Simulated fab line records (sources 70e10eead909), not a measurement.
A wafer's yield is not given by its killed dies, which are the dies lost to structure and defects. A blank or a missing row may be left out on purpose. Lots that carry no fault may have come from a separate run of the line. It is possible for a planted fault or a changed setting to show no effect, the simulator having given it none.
fab line records + flow nand_harc + part 2 of 2: steps 31 to 38 of 38
record:
- lots: 5
- wafers: 15
- last_day: 24
route steps=1159 shown THIN_TSV@1120 END@1158
lots that met no fault: from a run of the same line without faults
start_h: start of the lot's first displayed wafer, in hours after the record's first day + wait_h: hours elapsed since this lot's preceding step + " identical to the entry in the row above + L1.1+2: several wafers, shown together as one row + - no value present, or no start provided + * or withheld: withheld + < > ~ a bound
route shown NAME@n: NAME is a module with steps in the file, n the number in the route of the first one + usual: mean and standard deviation over wafers with no fault + same: alike in all rows + chamber/n: place in a boat + sites: per-site readings + _std_site: standard deviation of those values + _edge_site: the outer-site mean with the inner-site mean subtracted + radius_mm: how far each site lies from the wafer's centre + mask NAME#n: copy n + behind: the tool/chamber that last shaped the wafer + hold: why the lot went on hold/how many hours it stayed there/how the hold came to an end + device: names the non-switching transistor (n, p or np) + end of line: the route-end tests of the same wafers + where a step has no rows: the recipe by itself + killed: count of dies lost to structure and defects at first sort (not the wafer's yield) + map: per-die view of a wafer (x killed, . not killed, _ where there is no die)
set.NAME: the setting the step ran with; set.NAME@STEP: the setting that earlier step ran with + model.NAME: the simulator's own value behind a step, which no gauge read
a table for each step, a row for each wafer; lots at some steps of the route
services: from which hour (start_h, from the record's first day; less than 0 if before it) a tool's chamber was out of use, for how many hours, and why
== steps ==
step: NHARC_THIN_TSV_ETCH_59
recipe:
- target_depth_a: 8800
- icp_w: 900
- bias_w: 100
- Cl2_flow_sccm: 60
- bcl3_flow_sccm: 30
- time_s: 138.1
- chemistry: Cl2/BCl3
usual:
- drypump_motor_current_A: 5.6/0.36
- oes_product_au: 0.999/0.0099
- throttle_valve_pct: 22.264/0.0086
| lot.wafer | tool         | chamber | start_h | wait_h | drypump_motor_current_A | oes_product_au | rf_hours_counter_h | throttle_valve_pct |
|-----------|--------------|---------|---------|--------|-------------------------|----------------|--------------------|--------------------|
| L074.1    | rie_metal-02 | 1       | 448.23  | 0.1    | 5.6                     | 0.995          | 1.3                | 22.263             |
| L074.2    | "            | 0       | "       | "      | 5.0                     | 1.016          | 1.3                | 22.264             |
| L074.3    | "            | 1       | "       | "      | 5.6                     | 0.999          | -                  | 22.259             |
| L083.2    | rie_metal-01 | 1       | 499.99  | 0.1    | 5.7                     | 0.994          | 4.9                | 22.257             |
| L083.1    | "            | 0       | "       | "      | 6.1                     | 0.995          | 4.9                | 22.266             |
| L083.3    | "            | 1       | "       | "      | 5.7                     | 0.993          | -                  | 22.287             |
| L085.1    | rie_metal-03 | 1       | 501.09  | 0.1    | 5.5                     | 0.999          | 1.1                | 22.261             |
| L085.3    | "            | 1       | "       | "      | 5.5                     | 1.004          | -                  | 22.275             |
| L085.5    | "            | 1       | "       | "      | 5.5                     | 1.002          | -                  | 22.273             |
| L092.4    | rie_metal-03 | 1       | 538.56  | 0.2    | 5.5                     | 1.000          | -                  | 22.264             |
| L092.3    | "            | 0       | "       | "      | 5.9                     | 0.988          | -                  | 22.255             |
| L092.6    | "            | 0       | "       | "      | 5.9                     | 0.974          | -                  | 22.255             |
| L094.3    | rie_metal-02 | 1       | 559.32  | 0.2    | 5.6                     | 0.996          | -                  | 22.267             |
| L094.5    | "            | 0       | "       | "      | 5.0                     | 1.013          | -                  | 22.261             |
| L094.6    | "            | 1       | "       | "      | 5.6                     | 0.995          | -                  | 22.274             |
step: NHARC_THIN_TSV_ETCH_36
recipe:
- target_depth_a: 650
- over_etch_frac: 0.3
- time_s: 18.571
- ion_energy_ev: 150
- chemistry: Cl2/BCl3
usual:
- drypump_motor_current_A: 5.6/0.37
- oes_product_au: 0.999/0.011
| lot.wafer | tool         | chamber | start_h | wait_h | drypump_motor_current_A | oes_product_au | rf_hours_counter_h |
|-----------|--------------|---------|---------|--------|-------------------------|----------------|--------------------|
| L074.2    | rie_metal-02 | 1       | 448.49  | 0.2    | 5.6                     | 0.982          | 1.4                |
| L074.1    | "            | 0       | "       | "      | 5.0                     | 1.013          | 1.4                |
| L074.3    | "            | 1       | "       | "      | 5.6                     | 0.989          | -                  |
| L083.2    | rie_metal-01 | 0       | 500.25  | 0.2    | 6.1                     | 1.007          | 5.1                |
| L083.1    | "            | 1       | "       | "      | 5.7                     | 0.988          | 5.1                |
| L083.3    | "            | 1       | "       | "      | 5.7                     | 0.998          | -                  |
| L085.1    | rie_metal-03 | 0       | 501.35  | 0.2    | 6.0                     | 0.984          | 1.2                |
| L085.3    | "            | 1       | "       | "      | 5.5                     | 0.994          | -                  |
| L085.5    | "            | 0       | "       | "      | 5.9                     | 0.980          | -                  |
| L092.4    | rie_metal-03 | 0       | 538.76  | 0.2    | 5.9                     | 0.990          | -                  |
| L092.3    | "            | 1       | "       | "      | 5.5                     | 1.003          | -                  |
| L092.6    | "            | 1       | "       | "      | 5.5                     | 1.000          | -                  |
| L094.3    | rie_metal-02 | 0       | 559.49  | 0.1    | 5.0                     | 1.002          | -                  |
| L094.5    | "            | 1       | "       | "      | 5.6                     | 0.995          | -                  |
| L094.6    | "            | 0       | "       | "      | 5.0                     | 1.011          | -                  |
step: NHARC_THIN_TSV_STRIP_56
recipe:
- power_w: 1500
- temp_c: 250
- chemistry: O2
usual:
- drypump_motor_current_A: 5.5/0.42
- heater_power_w: 319/48
| lot.wafer | tool            | chamber | start_h | wait_h | drypump_motor_current_A | heater_power_w | rf_hours_counter_h |
|-----------|-----------------|---------|---------|--------|-------------------------|----------------|--------------------|
| L074.1    | plasma_asher-02 | 1       | 448.88  | 0.4    | 5.6                     | 320            | 25                 |
| L074.2    | "               | 0       | "       | "      | 6.0                     | 305            | 25                 |
| L074.3    | "               | 0       | "       | "      | 6.0                     | 309            | -                  |
| L083.2    | plasma_asher-01 | 0       | 500.35  | 0.1    | 5.8                     | 383            | 14                 |
| L083.1    | "               | 1       | "       | "      | 4.9                     | 259            | 14                 |
| L083.3    | "               | 0       | "       | "      | 5.9                     | 381            | -                  |
| L085.1    | plasma_asher-01 | 0       | 501.46  | 0.1    | 5.9                     | 380            | 15                 |
| L085.3    | "               | 0       | "       | "      | 5.9                     | 386            | -                  |
| L085.5    | "               | 0       | "       | "      | 5.9                     | 378            | -                  |
| L092.3    | plasma_asher-01 | 1       | 538.94  | 0.2    | 4.9                     | 261            | -                  |
| L092.4    | "               | 0       | "       | "      | 5.9                     | 382            | -                  |
| L092.6    | "               | 0       | "       | "      | 5.9                     | 378            | -                  |
| L094.3    | plasma_asher-02 | 0       | 559.67  | 0.2    | 5.9                     | 291            | -                  |
| L094.6    | "               | 0       | "       | "      | 5.9                     | 292            | -                  |
| L094.5    | "               | 1       | "       | "      | 5.6                     | 341            | -                  |
step: NHARC_THIN_TSV_STRIP_57
recipe:
- time_s: 1200
- temp_c: 72.5
- chemistry: post_etch_residue_remover
| lot.wafer  | tool         | chamber | start_h | wait_h |
|------------|--------------|---------|---------|--------|
| L074.2+1+3 | wet_bench-08 | 6,0,1   | 449.25  | 0.3    |
| L083.2+1+3 | wet_bench-08 | 7,3,4   | 500.70  | 0.3    |
| L085.5+3+1 | wet_bench-10 | 2,5,6   | 501.83  | 0.1    |
| L092.6+4+3 | wet_bench-10 | 6,0,2   | 539.21  | 0.1    |
| L094.6+3+5 | wet_bench-08 | 0,2,3   | 559.93  | 0.1    |
step: NHARC_THIN_TSV_CD_MEAS_37
usual:
- cd_nm: 5000/3.2
| lot.wafer | tool      | chamber | start_h | wait_h | cd_nm |
|-----------|-----------|---------|---------|--------|-------|
| L074.1    | cd_sem-02 | -       | 449.67  | -      | 5007  |
| L074.2    | "         | -       | "       | "      | 5000  |
| L074.3    | "         | -       | "       | "      | 5003  |
| L083.1    | cd_sem-03 | -       | 501.15  | -      | 5002  |
| L083.2    | "         | -       | "       | "      | 5002  |
| L083.3    | "         | -       | "       | "      | 4996  |
| L085.1    | cd_sem-01 | -       | 502.26  | -      | 4999  |
| L085.3    | "         | -       | "       | "      | 4996  |
| L085.5    | "         | -       | "       | "      | 5000  |
| L092.3    | cd_sem-03 | -       | 539.65  | -      | 5004  |
| L092.4    | "         | -       | "       | "      | 5000  |
| L092.6    | "         | -       | "       | "      | 4996  |
| L094.3    | cd_sem-02 | -       | 560.37  | -      | 4995  |
| L094.5    | "         | -       | "       | "      | 5000  |
| L094.6    | "         | -       | "       | "      | 5002  |
step: NHARC_THIN_TSV_ANNEAL_58
recipe:
- temp_c: 400
- time_s: 1800
usual:
- zone_power_bottom_pct: 5.9/0.57
| lot.wafer | tool       | chamber | start_h | wait_h | zone_power_bottom_pct |
|-----------|------------|---------|---------|--------|-----------------------|
| L074.1    | furnace-03 | 0       | 452.67  | 3.0    | 5.3                   |
| L074.2    | "          | 0       | "       | "      | 5.2                   |
| L074.3    | "          | 0       | "       | "      | 5.2                   |
| L083.1    | furnace-02 | 0       | 503.09  | 1.9    | 6.8                   |
| L083.2    | "          | 0       | "       | "      | 6.6                   |
| L083.3    | "          | 0       | "       | "      | 6.9                   |
| L085.1    | furnace-02 | 0       | 503.09  | 0.8    | 6.7                   |
| L085.3    | "          | 0       | "       | "      | 6.9                   |
| L085.5    | "          | 0       | "       | "      | 6.7                   |
| L092.3    | furnace-03 | 0       | 541.11  | 1.5    | 5.3                   |
| L092.4    | "          | 0       | "       | "      | 5.4                   |
| L092.6    | "          | 0       | "       | "      | 5.2                   |
| L094.3    | furnace-02 | 0       | 563.36  | 3.0    | 6.8                   |
| L094.5    | "          | 0       | "       | "      | 6.8                   |
| L094.6    | "          | 0       | "       | "      | 6.9                   |
step: NHARC_THIN_TSV_INSPECT_40
usual:
- raw_defect_count: 489/96
| lot.wafer | tool              | chamber | start_h | wait_h | raw_defect_count |
|-----------|-------------------|---------|---------|--------|------------------|
| L074.1    | defect_inspect-02 | -       | 454.10  | 0.4    | 367              |
| L074.2    | "                 | -       | "       | "      | 338              |
| L074.3    | "                 | -       | "       | "      | 360              |
| L085.1    | defect_inspect-02 | -       | 504.57  | 0.4    | 590              |
| L085.3    | "                 | -       | "       | "      | 382              |
| L085.5    | "                 | -       | "       | "      | 419              |
| L083.1    | defect_inspect-01 | -       | 504.57  | 0.4    | 483              |
| L083.2    | "                 | -       | "       | "      | 380              |
| L083.3    | "                 | -       | "       | "      | 374              |
| L092.3    | defect_inspect-02 | -       | 542.55  | 0.4    | 536              |
| L092.4    | "                 | -       | "       | "      | 519              |
| L092.6    | "                 | -       | "       | "      | 470              |
| L094.3    | defect_inspect-02 | -       | 564.79  | 0.4    | 609              |
| L094.5    | "                 | -       | "       | "      | 440              |
| L094.6    | "                 | -       | "       | "      | 567              |
step: NHARC_END_WLT_00
usual:
- VT_DECK1_BOTTOM: 0.867/0.0079
- VT_DECK1_BOTTOM_INNER: 0.868/0.0077
- VT_DECK1_MEDIAN_NEAR_BOTTOM: 0.868/0.0072
- VT_DECK1_MEDIAN_NEAR_BOTTOM_INNER: 0.868/0.0071
- VT_DECK1_MIDDLE: 0.882/0.007
- VT_DECK1_MIDDLE_INNER: 0.881/0.0071
- VT_DECK1_TOP: 0.893/0.0075
- VT_DECK1_TOP_INNER: 0.893/0.0075
| lot.wafer | tool      | chamber | start_h | wait_h | VT_DECK1_BOTTOM | VT_DECK1_BOTTOM_INNER | VT_DECK1_MEDIAN_NEAR_BOTTOM | VT_DECK1_MEDIAN_NEAR_BOTTOM_INNER | VT_DECK1_MIDDLE | VT_DECK1_MIDDLE_INNER | VT_DECK1_TOP | VT_DECK1_TOP_INNER |
|-----------|-----------|---------|---------|--------|-----------------|-----------------------|-----------------------------|-----------------------------------|-----------------|-----------------------|--------------|--------------------|
| L074.1    | prober-01 | -       | 454.15  | 0.0    | 0.866           | 0.866                 | 0.877                       | 0.870                             | 0.885           | 0.884                 | 0.891        | 0.891              |
| L074.2    | "         | -       | "       | "      | 0.874           | 0.876                 | 0.870                       | 0.869                             | 0.881           | 0.889                 | 0.897        | 0.897              |
| L074.3    | "         | -       | "       | "      | 0.873           | 0.877                 | 0.875                       | 0.874                             | 0.886           | 0.885                 | 0.889        | 0.895              |
| L085.1    | prober-01 | -       | 504.62  | 0.0    | 0.861           | 0.860                 | 0.866                       | 0.862                             | 0.873           | 0.872                 | 0.885        | 0.887              |
| L085.3    | "         | -       | "       | "      | 0.865           | 0.858                 | 0.858                       | 0.860                             | 0.867           | 0.871                 | 0.878        | 0.888              |
| L085.5    | "         | -       | "       | "      | 0.866           | 0.861                 | 0.857                       | 0.867                             | 0.878           | 0.870                 | 0.883        | 0.879              |
| L083.1    | prober-02 | -       | 512.37  | 7.8    | 0.873           | 0.873                 | 0.865                       | 0.873                             | 0.888           | 0.881                 | 0.900        | 0.907              |
| L083.2    | "         | -       | "       | "      | 0.863           | 0.872                 | 0.870                       | 0.874                             | 0.883           | 0.882                 | 0.897        | 0.891              |
| L083.3    | "         | -       | "       | "      | 0.881           | 0.881                 | 0.870                       | 0.872                             | 0.888           | 0.884                 | 0.901        | 0.895              |
| L092.3    | prober-01 | -       | 543.59  | 1.0    | 0.869           | 0.870                 | 0.874                       | 0.869                             | 0.884           | 0.881                 | 0.897        | 0.898              |
| L092.4    | "         | -       | "       | "      | 0.862           | 0.875                 | 0.869                       | 0.855                             | 0.881           | 0.885                 | 0.889        | 0.889              |
| L092.6    | "         | -       | 545.08  | 2.5    | 0.866           | 0.862                 | 0.866                       | 0.868                             | 0.870           | 0.879                 | 0.891        | 0.899              |
| L094.3    | prober-01 | -       | 567.11  | 2.3    | 0.853           | 0.860                 | 0.859                       | 0.861                             | 0.868           | 0.875                 | 0.894        | 0.889              |
| L094.5    | "         | -       | 568.12  | 3.3    | 0.856           | 0.864                 | 0.868                       | 0.859                             | 0.873           | 0.876                 | 0.889        | 0.885              |
| L094.6    | "         | -       | "       | "      | 0.859           | 0.864                 | 0.863                       | 0.863                             | 0.876           | 0.875                 | 0.889        | 0.884              |
== services ==
| tool            | chamber | start_h | hours | kind   |
|-----------------|---------|---------|-------|--------|
| rie_diel-12     | -       | 420.74  | 14.0  | repair |
| wet_bench-10    | -       | 423.20  | 8.0   | pm     |
| rie_diel-04     | 1       | 423.46  | 4.2   | repair |
| rie_diel-04     | 3       | 428.64  | 5.6   | repair |
| krf_scanner-04  | -       | 437.48  | 0.2   | repair |
| ecd_cu-01       | -       | 437.72  | 0.4   | repair |
| rie_diel-12     | 1       | 447.74  | 5.4   | repair |
| plasma_asher-01 | -       | 453.00  | 9.0   | pm     |
| rie_metal-03    | -       | 453.00  | 9.0   | pm     |
| pvd_sputter-03  | -       | 458.02  | 10.0  | pm     |
| plasma_asher-02 | -       | 460.93  | 4.5   | repair |
| pvd_sputter-01  | -       | 461.95  | 0.5   | repair |
| pvd_sputter-02  | -       | 467.32  | 1.1   | repair |
| pvd_sputter-01  | -       | 498.21  | 26.7  | repair |
| litho_track-02  | -       | 515.00  | 7.0   | pm     |
| plasma_asher-02 | -       | 522.63  | 14.3  | repair |
| rie_diel-12     | 3       | 531.88  | 1.6   | repair |
| rie_si-02       | 0       | 537.19  | 2.0   | repair |
| plasma_asher-02 | -       | 537.52  | 9.0   | pm     |
| rie_metal-02    | 0       | 538.95  | 5.8   | repair |
| litho_track-07  | -       | 539.00  | 7.0   | pm     |
| wet_bench-08    | -       | 547.97  | 8.2   | repair |
| rie_diel-12     | -       | 556.48  | 9.0   | pm     |
| litho_track-03  | -       | 563.01  | 7.0   | pm     |
